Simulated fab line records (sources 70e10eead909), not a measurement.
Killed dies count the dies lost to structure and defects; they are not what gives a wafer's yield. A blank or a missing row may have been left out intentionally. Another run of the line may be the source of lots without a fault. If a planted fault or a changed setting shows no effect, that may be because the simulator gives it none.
fab line records	flow nandHarc
[record] lots = 6	wafers = 18	lastDay = 33
route steps=1302 shown A_DECK1_JOINT@537 A_ONON_D2@545 A_CHANNEL_HOLE_D2@570 END@1302
lots that met no fault: from a run of the same line without faults
startH: hours from the record's first day to the start of the lot's first wafer shown	waitH: hours from the lot's prior step to this one	" identical to the entry in the row above	L1.1+2: a single row standing in for several wafers	- no value present, or no start provided	* or withheld: withheld	< > ~ a bound
route shown NAME@n: a module of which the file shows steps, and the number in the route of the first	usual: average and standard deviation across the fault-free wafers	same: alike in all rows	chamber/n: place in a boat	sites: per-site readings	_std_site: standard deviation across them	_edge_site: mean of outer sites minus mean of inner sites	radiusMm: how far each site lies from the wafer's centre	mask NAME#n: copy n	behind: tool/chamber where the wafer was last shaped	hold: why the lot went on hold/how many hours it stayed there/how the hold came to an end	device: names the non-switching transistor (n, p or np)	end of line: the route-end tests of the same wafers	a step without rows: its recipe alone	killed: count of dies lost to structure and defects at first sort (not the wafer's yield)	map: per-die view of a wafer (x killed, . not killed, _ where there is no die)
set.NAME: the setting the step ran with; set.NAME@STEP: the setting that earlier step ran with	model.NAME: the simulator's own value behind a step, which no gauge read
lots seen at some steps along the route; tables by step, rows by wafer
services: when a tool's chamber went out of use (startH, in hours from the record's first day, below 0 if earlier), for how many hours, and the reason
[[steps]]
[step NHARC_A_DECK1_JOINT_ANNEAL_28]
[recipe] tempC = 500	timeS = 1800	idleTempC = 400	rampUpCPerMin = 10	densificationPH2oTorr = 640
[step NHARC_A_DECK1_JOINT_ANNEAL_29]
[recipe] tempC = 750	timeS = 1800	idleTempC = 500	rampUpCPerMin = 10	rampDownCPerMin = 3
[step NHARC_A_DECK1_JOINT_CMP_02]
[recipe] material = SiOx
[usual] motorCurrentA = 11.7/1
lot.wafer	tool	chamber	startH	waitH	motorCurrentA
L725.2	cmp-02	1	277.55	0.4	9.4
L725.4	"	2	"	"	12.0
L725.6	"	2	"	"	12.5
L727.4	cmp-02	1	301.68	0.4	9.9
L727.3	"	2	"	"	12.0
L727.6	"	1	"	"	10.1
L735.4	cmp-03	3	359.65	0.4	11.3
L735.3	"	0	"	"	12.0
L735.5	"	1	"	"	12.3
L739.4	cmp-04	2	411.22	0.4	11.4
L739.3	"	0	"	"	13.2
L739.6	"	1	"	"	11.1
L740.3	cmp-04	0	420.69	0.4	12.7
L740.2	"	1	"	"	11.8
L740.4	"	2	"	"	11.9
L742.1	cmp-02	1	433.68	0.4	10.2
L742.4	"	3	"	"	11.9
L742.3	"	0	"	"	10.4
[step NHARC_A_DECK1_JOINT_SRD_15]
[step NHARC_A_DECK1_JOINT_DEP_16]
[recipe] targetThkA = 450	tempC = 400	pressureTorr = 6.5	rfW = 900	teosFlowSccm = 161.4	flowSccm = 2650	targetThkNm = 45	gas = O2	material = SiO2
[usual] heaterPowerW = 533/83	susceptorTempC = 399.99/0.23	throttleValvePct = 15.6/0.65
lot.wafer	tool	chamber	startH	waitH	heaterPowerW	susceptorTempC	throttleValvePct
L725.2	pecvd-01	1	277.94	0.1	656	400.29	16.4
L725.6	"	1	"	"	664	399.75	16.3
L725.4	"	0	"	"	409	399.88	14.1
L727.3	pecvd-04	1	302.10	0.1	657	400.01	15.6
L727.6	"	1	"	"	650	400.16	15.8
L727.4	"	2	"	"	601	400.22	15.6
L735.3	pecvd-04	2	360.05	0.1	659	400.30	15.6
L735.4	"	0	"	"	521	400.46	16.2
L735.5	"	1	"	"	533	399.67	15.8
L739.3	pecvd-01	0	411.62	0.1	507	400.28	14.8
L739.6	"	2	"	"	494	399.88	16.0
L739.4	"	0	"	"	520	400.01	14.3
L740.2	pecvd-03	0	421.08	0.1	485	399.99	16.1
L740.3	"	1	"	"	526	400.19	15.0
L740.4	"	2	"	"	371	400.18	15.4
L742.3	pecvd-03	1	434.07	0.1	534	400.02	15.0
L742.1	"	0	"	"	516	399.66	16.2
L742.4	"	0	"	"	513	400.23	16.4
[step NHARC_A_DECK1_JOINT_THK_MEAS_17]
[recipe] thkMeasGauge = ellipsometry
[usual] thkNm = 45.1/1.3
lot.wafer	tool	chamber	startH	waitH	thkNm
L725.2	filmMetro-02	-	278.23	0.3	42.1
L725.4	"	-	"	"	44.0
L725.6	"	-	"	"	44.4
L727.3	filmMetro-01	-	302.38	0.3	45.2
L727.4	"	-	"	"	44.5
L727.6	"	-	"	"	47.4
L735.3	filmMetro-01	-	360.28	0.2	47.5
L735.4	"	-	"	"	45.3
L735.5	"	-	"	"	46.5
L739.3	filmMetro-01	-	411.87	0.2	43.5
L739.4	"	-	"	"	46.0
L739.6	"	-	"	"	44.8
L740.2	filmMetro-02	-	421.36	0.3	42.6
L740.3	"	-	"	"	42.0
L740.4	"	-	"	"	43.7
L742.1	filmMetro-02	-	434.35	0.2	44.2
L742.3	"	-	"	"	44.1
L742.4	"	-	"	"	45.1
[step NHARC_A_DECK1_JOINT_INSPECT_05]
[usual] rawDefectCount = 315/130
lot.wafer	tool	chamber	startH	waitH	rawDefectCount
L725.2	defectInspect-02	-	278.26	0.0	264
L725.4	"	-	"	"	336
L725.6	"	-	"	"	319
L727.3	defectInspect-01	-	302.42	0.0	233
L727.4	"	-	"	"	205
L727.6	"	-	"	"	204
L735.3	defectInspect-02	-	360.32	0.0	485
L735.4	"	-	"	"	592
L735.5	"	-	"	"	412
L739.3	defectInspect-02	-	411.91	0.0	549
L739.4	"	-	"	"	426
L739.6	"	-	"	"	467
L740.2	defectInspect-01	-	421.40	0.0	262
L740.3	"	-	"	"	189
L740.4	"	-	"	"	241
L742.1	defectInspect-01	-	434.38	0.0	127
L742.3	"	-	"	"	222
L742.4	"	-	"	"	174
[step NHARC_A_ONON_D2_DEP_00]
[recipe] targetThkA = 10000	n2FlowSccm = 2750	n2oFlowSccm = 2000	nh3FlowSccm = 500	sih4FlowSccm = 210	tempC = 400
[step NHARC_A_ONON_D2_THK_MEAS_02]
[recipe] thkMeasGauge = ellipsometry
[usual] thkNm = 1000/10
lot.wafer	tool	chamber	startH	waitH	thkNm
L725.2	filmMetro-02	-	278.83	-	994
L725.4	"	-	"	"	994
L725.6	"	-	"	"	993
L727.3	filmMetro-02	-	302.99	-	1003
L727.4	"	-	"	"	1005
L727.6	"	-	"	"	1003
L735.3	filmMetro-01	-	360.89	-	1010
L735.4	"	-	"	"	1010
L735.5	"	-	"	"	1009
L739.3	filmMetro-01	-	412.51	-	1001
L739.4	"	-	"	"	1002
L739.6	"	-	"	"	1003
L740.2	filmMetro-02	-	421.97	-	982
L740.3	"	-	"	"	983
L740.4	"	-	"	"	981
L742.1	filmMetro-02	-	434.97	-	1008
L742.3	"	-	"	"	1010
L742.4	"	-	"	"	1009
[step NHARC_A_ONON_D2_DEP_03]
[recipe] targetThkA = 10000	n2FlowSccm = 2750	n2oFlowSccm = 2000	nh3FlowSccm = 500	sih4FlowSccm = 210	tempC = 400
[step NHARC_A_ONON_D2_THK_MEAS_05]
[recipe] thkMeasGauge = ellipsometry
[usual] thkNm = 1000/11
lot.wafer	tool	chamber	startH	waitH	thkNm
L725.2	filmMetro-02	-	279.41	-	1006
L725.4	"	-	"	"	1006
L725.6	"	-	"	"	1006
L727.3	filmMetro-02	-	303.56	-	1013
L727.4	"	-	"	"	1013
L727.6	"	-	"	"	1014
L735.3	filmMetro-01	-	361.46	-	1009
L735.4	"	-	"	"	1009
L735.5	"	-	"	"	1008
L739.3	filmMetro-02	-	413.06	-	990
L739.4	"	-	"	"	992
L739.6	"	-	"	"	990
L740.2	filmMetro-01	-	422.54	-	998
L740.3	"	-	"	"	1000
L740.4	"	-	"	"	999
L742.1	filmMetro-01	-	435.66	-	999
L742.3	"	-	"	"	998
L742.4	"	-	"	"	998
[step NHARC_A_ONON_D2_DEP_06]
[recipe] targetThkA = 10000	n2FlowSccm = 2750	n2oFlowSccm = 2000	nh3FlowSccm = 500	sih4FlowSccm = 210	tempC = 400
[usual] susceptorTempC = 400.00/0.23
lot.wafer	tool	chamber	startH	waitH	susceptorTempC
L725.2	pecvdOnon-03	0	279.52	0.1	399.34
L725.4	"	0	"	"	400.01
L725.6	"	0	"	"	400.15
L727.3	pecvdOnon-03	0	303.73	0.2	400.11
L727.4	"	0	"	"	400.28
L727.6	"	0	"	"	399.79
L735.3	pecvdOnon-01	0	361.64	0.2	400.15
L735.4	"	0	"	"	400.36
L735.5	"	0	"	"	399.82
L739.3	pecvdOnon-03	0	413.23	0.2	399.50
L739.4	"	0	"	"	399.65
L739.6	"	0	"	"	399.88
L740.2	pecvdOnon-03	0	422.66	0.1	400.10
L740.3	"	0	"	"	400.19
L740.4	"	0	"	"	400.29
L742.1	pecvdOnon-04	0	435.86	0.2	399.84
L742.3	"	0	"	"	400.23
L742.4	"	0	"	"	400.09
[step NHARC_A_ONON_D2_THK_MEAS_08]
[recipe] thkMeasGauge = ellipsometry
[usual] thkNm = 1001/11
lot.wafer	tool	chamber	startH	waitH	thkNm
L725.2	filmMetro-02	-	279.97	-	985
L725.4	"	-	"	"	986
L725.6	"	-	"	"	985
L727.3	filmMetro-01	-	304.13	-	1000
L727.4	"	-	"	"	1000
L727.6	"	-	"	"	1002
L735.3	filmMetro-01	-	362.03	-	1009
L735.4	"	-	"	"	1008
L735.5	"	-	"	"	1008
L739.3	filmMetro-02	-	413.62	-	1009
L739.4	"	-	"	"	1009
L739.6	"	-	"	"	1008
L740.2	filmMetro-02	-	423.11	-	1003
L740.3	"	-	"	"	1003
L740.4	"	-	"	"	1005
L742.1	filmMetro-02	-	436.37	-	993
L742.3	"	-	"	"	992
L742.4	"	-	"	"	992
[step NHARC_A_ONON_D2_DEP_09]
[recipe] targetThkA = 10000	n2FlowSccm = 2750	n2oFlowSccm = 2000	nh3FlowSccm = 500	sih4FlowSccm = 210	tempC = 400
[step NHARC_A_ONON_D2_THK_MEAS_11]
[recipe] thkMeasGauge = ellipsometry
[usual] thkNm = 1000/11
lot.wafer	tool	chamber	startH	waitH	thkNm
L725.2	filmMetro-02	-	280.54	-	1015
L725.4	"	-	"	"	1019
L725.6	"	-	"	"	1016
L727.3	filmMetro-02	-	304.70	-	1021
L727.4	"	-	"	"	1023
L727.6	"	-	"	"	1021
L735.3	filmMetro-01	-	362.60	-	1004
L735.4	"	-	"	"	1005
L735.5	"	-	"	"	1005
L739.3	filmMetro-01	-	414.19	-	1000
L739.4	"	-	"	"	999
L739.6	"	-	"	"	999
L740.2	filmMetro-01	-	423.67	-	1002
L740.3	"	-	"	"	1002
L740.4	"	-	"	"	1003
L742.1	filmMetro-02	-	436.94	-	1014
L742.3	"	-	"	"	1014
L742.4	"	-	"	"	1013
[step NHARC_A_ONON_D2_DEP_12]
[recipe] targetThkA = 10000	n2FlowSccm = 2750	n2oFlowSccm = 2000	nh3FlowSccm = 500	sih4FlowSccm = 210	tempC = 400
[step NHARC_A_ONON_D2_THK_MEAS_14]
[recipe] thkMeasGauge = ellipsometry
[usual] thkNm = 998/11
lot.wafer	tool	chamber	startH	waitH	thkNm
L725.2	filmMetro-02	-	281.10	-	996
L725.4	"	-	"	"	995
L725.6	"	-	"	"	994
L727.3	filmMetro-02	-	305.26	-	997
L727.4	"	-	"	"	999
L727.6	"	-	"	"	998
L735.3	filmMetro-01	-	363.17	-	984
L735.4	"	-	"	"	984
L735.5	"	-	"	"	984
L739.3	filmMetro-01	-	414.76	-	1000
L739.4	"	-	"	"	999
L739.6	"	-	"	"	998
L740.2	filmMetro-02	-	424.25	-	981
L740.3	"	-	"	"	981
L740.4	"	-	"	"	980
L742.1	filmMetro-01	-	437.51	-	1001
L742.3	"	-	"	"	999
L742.4	"	-	"	"	999
[step NHARC_A_ONON_D2_ANNEAL_15]
[recipe] tempC = 750	timeS = 3600
[step NHARC_A_ONON_D2_DEP_16]
[recipe] targetThkA = 10000	n2FlowSccm = 2750	n2oFlowSccm = 2000	nh3FlowSccm = 500	sih4FlowSccm = 210	tempC = 400
[step NHARC_A_ONON_D2_THK_MEAS_18]
[recipe] thkMeasGauge = ellipsometry
[usual] thkNm = 999/8.4
lot.wafer	tool	chamber	startH	waitH	thkNm
L725.2	filmMetro-01	-	288.93	-	1000
L725.4	"	-	"	"	1001
L725.6	"	-	"	"	1001
L727.3	filmMetro-02	-	312.67	-	1008
L727.4	"	-	"	"	1007
L727.6	"	-	"	"	1009
L735.3	filmMetro-02	-	370.60	-	1012
L735.4	"	-	"	"	1012
L735.5	"	-	"	"	1014
L739.3	filmMetro-02	-	422.53	-	993
L739.4	"	-	"	"	993
L739.6	"	-	"	"	991
L740.2	filmMetro-01	-	431.98	-	994
L740.3	"	-	"	"	995
L740.4	"	-	"	"	995
L742.1	filmMetro-02	-	444.88	-	994
L742.3	"	-	"	"	992
L742.4	"	-	"	"	992
[step NHARC_A_ONON_D2_DEP_19]
[recipe] targetThkA = 10000	n2FlowSccm = 2750	n2oFlowSccm = 2000	nh3FlowSccm = 500	sih4FlowSccm = 210	tempC = 400
[step NHARC_A_ONON_D2_THK_MEAS_21]
[recipe] thkMeasGauge = ellipsometry
[usual] thkNm = 999/11
lot.wafer	tool	chamber	startH	waitH	thkNm
L725.2	filmMetro-01	-	289.50	-	998
L725.4	"	-	"	"	1001
L725.6	"	-	"	"	999
L727.3	filmMetro-02	-	313.23	-	1006
L727.4	"	-	"	"	1005
L727.6	"	-	"	"	1007
L735.3	filmMetro-02	-	371.16	-	991
L735.4	"	-	"	"	989
L735.5	"	-	"	"	990
L739.3	filmMetro-01	-	423.10	-	994
L739.4	"	-	"	"	995
L739.6	"	-	"	"	994
L740.2	filmMetro-01	-	432.55	-	990
L740.3	"	-	"	"	993
L740.4	"	-	"	"	992
L742.1	filmMetro-02	-	445.45	-	1020
L742.3	"	-	"	"	1019
L742.4	"	-	"	"	1019
[step NHARC_A_ONON_D2_DEP_22]
[recipe] targetThkA = 10000	n2FlowSccm = 2750	n2oFlowSccm = 2000	nh3FlowSccm = 500	sih4FlowSccm = 210	tempC = 400
[step NHARC_A_ONON_D2_THK_MEAS_24]
[recipe] thkMeasGauge = ellipsometry
[usual] thkNm = 1004/8.2
lot.wafer	tool	chamber	startH	waitH	thkNm
L725.2	filmMetro-01	-	290.07	-	987
L725.4	"	-	"	"	985
L725.6	"	-	"	"	988
L727.3	filmMetro-01	-	313.80	-	1000
L727.4	"	-	"	"	1000
L727.6	"	-	"	"	999
L735.3	filmMetro-02	-	371.73	-	996
L735.4	"	-	"	"	994
L735.5	"	-	"	"	995
L739.3	filmMetro-01	-	423.66	-	1006
L739.4	"	-	"	"	1007
L739.6	"	-	"	"	1009
L740.2	filmMetro-02	-	433.12	-	1014
L740.3	"	-	"	"	1011
L740.4	"	-	"	"	1012
L742.1	filmMetro-02	-	446.01	-	1014
L742.3	"	-	"	"	1014
L742.4	"	-	"	"	1016
[step NHARC_A_ONON_D2_DEP_25]
[recipe] targetThkA = 10000	n2FlowSccm = 2750	n2oFlowSccm = 2000	nh3FlowSccm = 500	sih4FlowSccm = 210	tempC = 400
[step NHARC_A_ONON_D2_THK_MEAS_27]
[recipe] thkMeasGauge = ellipsometry
[usual] thkNm = 1000/8.9
lot.wafer	tool	chamber	startH	waitH	thkNm
L725.2	filmMetro-01	-	290.63	-	1014
L725.4	"	-	"	"	1015
L725.6	"	-	"	"	1015
L727.3	filmMetro-02	-	314.37	-	1009
L727.4	"	-	"	"	1012
L727.6	"	-	"	"	1011
L735.3	filmMetro-01	-	372.30	-	1014
L735.4	"	-	"	"	1014
L735.5	"	-	"	"	1014
L739.3	filmMetro-01	-	424.23	-	1013
L739.4	"	-	"	"	1014
L739.6	"	-	"	"	1011
L740.2	filmMetro-02	-	433.68	-	1003
L740.3	"	-	"	"	1001
L740.4	"	-	"	"	1002
L742.1	filmMetro-01	-	446.59	-	1005
L742.3	"	-	"	"	1005
L742.4	"	-	"	"	1005
[step NHARC_A_ONON_D2_DEP_28]
[recipe] targetThkA = 10000	n2FlowSccm = 2750	n2oFlowSccm = 2000	nh3FlowSccm = 500	sih4FlowSccm = 210	tempC = 400
[step NHARC_A_ONON_D2_THK_MEAS_30]
[recipe] thkMeasGauge = ellipsometry
[usual] thkNm = 1000/7.7
lot.wafer	tool	chamber	startH	waitH	thkNm
L725.2	filmMetro-01	-	291.20	-	1009
L725.4	"	-	"	"	1009
L725.6	"	-	"	"	1008
L727.3	filmMetro-02	-	314.93	-	1012
L727.4	"	-	"	"	1011
L727.6	"	-	"	"	1011
L735.3	filmMetro-01	-	372.86	-	983
L735.4	"	-	"	"	980
L735.5	"	-	"	"	979
L739.3	filmMetro-02	-	424.80	-	1007
L739.4	"	-	"	"	1009
L739.6	"	-	"	"	1008
L740.2	filmMetro-01	-	434.25	-	999
L740.3	"	-	"	"	1000
L740.4	"	-	"	"	1000
L742.1	filmMetro-02	-	447.15	-	1001
L742.3	"	-	"	"	1003
L742.4	"	-	"	"	1002
[step NHARC_A_ONON_D2_DEP_33]
[recipe] targetThkA = 2000	tempC = 400	pressureTorr = 6.5	rfW = 900	teosFlowSccm = 161.4	flowSccm = 2650	targetThkNm = 200	gas = O2	material = SiO2
[usual] heaterPowerW = 588/77	susceptorTempC = 400.00/0.23	throttleValvePct = 15.7/0.56
lot.wafer	tool	chamber	startH	waitH	heaterPowerW	susceptorTempC	throttleValvePct
L725.2	pecvd-04	2	291.30	0.1	605	399.96	15.3
L725.4	"	2	"	"	635	400.07	15.5
L725.6	"	0	"	"	512	400.33	16.0
L727.3	pecvd-01	0	315.08	0.1	568	399.86	14.2
L727.4	"	1	"	"	550	399.83	15.9
L727.6	"	0	"	"	424	400.26	14.5
L735.3	pecvd-02	0	372.91	0.1	656	399.76	15.2
L735.4	"	1	"	"	587	399.71	15.6
L735.5	"	2	"	"	693	400.02	16.2
L739.3	pecvd-02	2	424.94	0.1	568	400.34	16.2
L739.6	"	0	"	"	725	400.32	15.6
L739.4	"	2	"	"	622	400.33	16.3
L740.2	pecvd-01	2	434.44	0.2	453	399.91	16.4
L740.3	"	0	"	"	509	400.01	14.3
L740.4	"	2	"	"	486	399.69	16.4
L742.1	pecvd-04	1	447.45	0.3	598	400.32	15.6
L742.3	"	2	"	"	596	400.36	15.8
L742.4	"	1	"	"	600	399.91	15.7
[step NHARC_A_ONON_D2_THK_MEAS_34]
[recipe] thkMeasGauge = ellipsometry
[usual] thkNm = 199.2/2.8
lot.wafer	tool	chamber	startH	waitH	thkNm
L725.2	filmMetro-02	-	291.67	-	200.0
L725.4	"	-	"	"	200.0
L725.6	"	-	"	"	201.3
L727.3	filmMetro-01	-	315.40	-	199.7
L727.4	"	-	"	"	199.4
L727.6	"	-	"	"	202.3
L735.3	filmMetro-02	-	373.33	-	199.1
L735.4	"	-	"	"	200.6
L735.5	"	-	"	"	202.0
L739.3	filmMetro-01	-	425.27	-	202.5
L739.4	"	-	"	"	203.4
L739.6	"	-	"	"	204.5
L740.2	filmMetro-01	-	434.80	-	197.8
L740.3	"	-	"	"	198.5
L740.4	"	-	"	"	202.6
L742.1	filmMetro-02	-	447.85	-	196.3
L742.3	"	-	"	"	193.4
L742.4	"	-	"	"	199.8
[step NHARC_A_CHANNEL_HOLE_D2_DEP_00]
[recipe] targetThkA = 31000	tempC = 400	material = aC
[usual] susceptorTempC = 400.01/0.25	throttleValvePct = 35.000/0.0088
lot.wafer	tool	chamber	startH	waitH	susceptorTempC	throttleValvePct
L725.2	aclDep-03	0	292.12	0.4	400.00	35.009
L725.4	"	0	"	"	400.00	35.000
L725.6	"	0	"	"	400.31	35.012
L727.3	aclDep-02	0	319.65	4.2	399.47	35.008
L727.4	"	0	"	"	400.01	34.983
L727.6	"	0	"	"	399.80	34.987
L735.3	aclDep-02	0	374.71	1.3	-	35.012
L735.4	"	0	"	"	-	34.997
L735.5	"	0	"	"	-	35.000
L739.3	aclDep-01	0	427.43	2.1	399.96	34.996
L739.4	"	0	"	"	399.91	34.990
L739.6	"	0	"	"	399.59	34.991
L740.2	aclDep-02	0	435.25	0.4	399.78	35.001
L740.3	"	0	"	"	400.29	34.998
L740.4	"	0	"	"	399.96	35.001
L742.1	aclDep-03	0	448.01	0.1	399.94	35.000
L742.3	"	0	"	"	400.14	34.997
L742.4	"	0	"	"	400.17	34.999
[step NHARC_A_CHANNEL_HOLE_D2_DEP_01]
[recipe] targetThkA = 1400	targetThkNm = 140	tempC = 400	pressureTorr = 3.5	flowSccm = 200	rfW = 350	material = SiON
[usual] heaterPowerW = 781/95	susceptorTempC = 399.99/0.21
lot.wafer	tool	chamber	startH	waitH	heaterPowerW	susceptorTempC
L725.2	pecvd-04	0	293.79	1.4	702	399.81
L725.4	"	1	"	"	844	399.84
L725.6	"	2	"	"	864	400.00
L727.3	pecvd-03	1	320.95	1.0	669	399.84
L727.6	"	2	"	"	623	399.88
L727.4	"	0	"	"	641	399.73
L735.3	pecvd-03	1	375.98	1.0	749	400.16
L735.5	"	1	"	"	776	400.09
L735.4	"	2	"	"	678	400.27
L739.3	pecvd-02	0	428.77	1.0	801	400.00
L739.6	"	2	"	"	922	400.21
L739.4	"	1	"	"	787	400.10
L740.2	pecvd-02	1	436.91	1.3	732	399.86
L740.3	"	2	"	"	909	400.58
L740.4	"	1	"	"	728	399.93
L742.1	pecvd-04	2	449.96	1.6	874	400.18
L742.3	"	0	"	"	730	399.91
L742.4	"	1	"	"	840	400.08
[step NHARC_A_CHANNEL_HOLE_D2_DEHYDRATE_02]
[recipe] tempC = 150	timeS = 120
[step NHARC_A_CHANNEL_HOLE_D2_HMDS_03]
[recipe] timeS = 30
[step NHARC_A_CHANNEL_HOLE_D2_COAT_36]
[recipe] tempC = 260	timeS = 75
[step NHARC_A_CHANNEL_HOLE_D2_COAT_37]
[recipe] tempC = 225	timeS = 65
[step NHARC_A_CHANNEL_HOLE_D2_COAT_04]
[recipe] spinRpm = 1500	resistThkNm = 90
[step NHARC_A_CHANNEL_HOLE_D2_SOFTBAKE_05]
[recipe] tempC = 105	timeS = 55
[step NHARC_A_CHANNEL_HOLE_D2_EBR_06]
[step NHARC_END_SORT_01]
[recipe] tempC = 25
[usual] killedAtArray = 47/14	killedAtOther = 0.5/0.72	killedAtPeriphery = 4/3.1	killedDies = 52/15	killedOpen = 3.2/1.9	killedShort = 2.4/1.7
[same] grossDies = 677
lot.wafer	tool	chamber	startH	waitH	killedAtArray	killedAtOther	killedAtPeriphery	killedDies	killedOpen	killedShort
L725.2	prober-02	0	560.73	2.8	119	1	5	125	7	3
L725.4	prober-02	0	562.31	3.4	119	0	5	124	5	1
L725.6	prober-02	0	563.89	4.0	122	0	6	128	3	1
L727.3	prober-01	0	586.03	3.1	151	0	3	154	1	4
L727.4	prober-01	0	586.82	3.4	150	0	0	150	4	3
L727.6	prober-01	0	588.42	4.0	142	0	0	142	3	2
// killed by level:class
L725.2 A_ONON_D2:unspecified=104 P_STI:chamberFilmFlake=3 A_CHANNEL_HOLE_D2:chamberFilmFlake=3 A_SGD_CUT:geometricParticle:open=2 A_CHANNEL_HOLE_D1:chamberFilmFlake=2 P_GATE:geometricParticle:short=1 A_ONON_D1:geometricParticle:short=1 A_DECK1_JOINT:geometricParticle:open=1
L725.4 A_ONON_D2:unspecified=106 A_CHANNEL_HOLE_D2:chamberFilmFlake=3 P_M0:geometricParticle:open=2 A_CHANNEL_HOLE_D1:chamberFilmFlake=2 A_CONTACT:chamberFilmFlake=2 P_M1:geometricParticle:open=1 A_ONON_D2:geometricParticle:open=1 A_STAIRCASE:geometricParticle:short=1
L725.6 A_ONON_D2:unspecified=107 A_CHANNEL_HOLE_D2:chamberFilmFlake=5 A_CHANNEL_HOLE_D1:chamberFilmFlake=3 P_STI:chamberFilmFlake=2 P_GATE:chamberFilmFlake=2 A_CONTACT:chamberFilmFlake=2 P_GATE:geometricParticle:open=1 A_CHANNEL_FILL_D1:geometricParticle:open=1
L727.3 A_ONON_D2:unspecified=99 A_CHANNEL_HOLE_D2:chamberFilmFlake=26 A_SLIT:chamberFilmFlake=19 A_CHANNEL_HOLE_D1:chamberFilmFlake=2 P_CONTACT:geometricParticle:short=1 P_CONTACT:geometricParticle:open=1 A_SOURCE_PLATE:geometricParticle:short=1 A_DECK1_JOINT:geometricParticle:short=1
L727.4 A_ONON_D2:unspecified=101 A_CHANNEL_HOLE_D2:chamberFilmFlake=23 A_SLIT:chamberFilmFlake=12 A_CONTACT:chamberFilmFlake=3 A_ONON_D2:geometricParticle:short=2 A_CHANNEL_HOLE_D1:geometricParticle:short=1 A_DECK1_JOINT:geometricParticle:open=1 A_ONON_D2:geometricParticle:open=1
L727.6 A_ONON_D2:unspecified=95 A_CHANNEL_HOLE_D2:chamberFilmFlake=21 A_SLIT:chamberFilmFlake=16 A_ONON_D1:geometricParticle:short=2 A_WL_FILL:geometricParticle:open=1 A_CONTACT:geometricParticle:open=1 A_M0:geometricParticle:open=1 A_CHANNEL_HOLE_D1:chamberFilmFlake=1
// map L725.6 (x killed, . not)
____________.____________
_________......._________
_______..........._______
______.............______
_____..............._____
____.................____
____.............x...____
___...................___
___..................x___
__.....x...............__
__.....................__
_......................._
_..............x........_
_.......x.......xx......_
_.......x....xxxx......._
_x.........x.xxxxxx....._
............xxxxxxx......
.............xxxxxxx.....
...........xxxxxxxxxxx...
............xxxxxxxx.....
............xxxxxxxxx....
_..........xxxxxxxxxx..._
_..........x.xxxxxxx..x._
_........x.xxxxxxxxx.x.x_
_....x......xxxxxxxx...._
_......x.....xxxxx.x..xx_
__...........xxxxxx....__
__xx...........xx......__
___x.......x..........___
___...................___
____x...............x____
____...........x.....____
_____..............._____
______.........xx..______
_______..........._______
_________......._________
____________.____________
// map L727.3 (x killed, . not)
____________.____________
_________......._________
_______..........._______
______.............______
_____..............._____
____.................____
____.........x.......____
___...................___
___..............x....___
__.....................__
__............x........__
_......................._
_.......xx.............._
_....x.x..x..xx..x......_
_....xx.x.x.x..xxxx....._
_..x...xx....xxxxxxx...._
.......xxxx.xxxxxxxx.....
......xxxx..xxxxxxx.x....
.........x.xxxxxxxxx.....
.....xx..x..xxxxxxxx.....
.......x..x.xxxxxxxx.....
_...........xxxxxxxxx..._
_.........xxxxxxxxxx...._
_..........xxxxxxxxx...._
_...........xxxxxxx..x.._
_............xxxxxx....._
__............xxxxx....__
__.....................__
___.......x....x......___
___.............xx....___
____........xx..xx...____
____........x..xxxx..____
_____..........xx.x._____
______.......x.xx..______
_______........xxx_______
_________......._________
____________.____________
[[services]]
tool	chamber	startH	hours	kind
pecvd-02	2	255.07	2.4	repair
aclDep-03	-	276.84	13.0	pm
pecvd-03	0	284.32	4.2	repair
pecvd-01	-	287.00	13.0	pm
cmp-02	-	299.00	0.5	repair
cmp-02	-	309.59	4.0	pm
pecvd-03	0	310.35	4.3	repair
aclDep-03	-	316.15	3.1	repair
pecvd-01	2	330.72	13.1	repair
pecvd-02	2	336.57	6.4	repair
pecvd-03	-	342.17	13.0	pm
pecvd-02	-	342.91	0.6	repair
cmp-02	-	343.93	2.2	repair
pecvd-04	-	377.07	0.5	repair
pecvd-04	2	378.16	5.4	repair
pecvd-02	-	384.00	13.0	pm
pecvdOnon-03	-	384.00	13.0	pm
pecvd-04	-	392.18	0.6	repair
aclDep-02	-	401.31	13.0	pm
cmp-02	-	407.74	4.0	pm
pecvd-04	-	420.34	1.2	repair
pecvd-04	1	424.94	8.1	repair
pecvd-04	-	426.23	13.0	pm
pecvd-03	2	436.05	6.8	repair
[[key]]
[firstSign] step = NHARC_END_SORT_01	reading = killedAtArray	direction = up	sigmas = 6.1	usual = 47	struck = 134
[effect] step = NHARC_END_SORT_01	reading = killedDies	direction = up	sigmas = 5.6	usual = 52	struck = 137
[moreKillsBornAt] NHARC_A_ONON_D2_DEP_06@pecvdOnon-03 = 612
metAt NHARC_A_ONON_D2_DEP_06
struckWafers L725.2,L725.4,L725.6,L727.3,L727.4,L727.6
testerLeftOut L725,L727
[fault] kind = chamberParticleSource	tool = pecvdOnon-03	chamber = -	onsetH = 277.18	steps = NHARC_A_ONON_D2_DEP_06	ratePerVisitCm2 = 1.6671	endH = 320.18
// testerLeftOut: of these lots the tester's yield and bins aren't shown, on N5 and GAA mostly nor the transistor test; their killed dies are dies lost to structure and defects alone, not to doping, threshold or leakage, so they don't give the yield
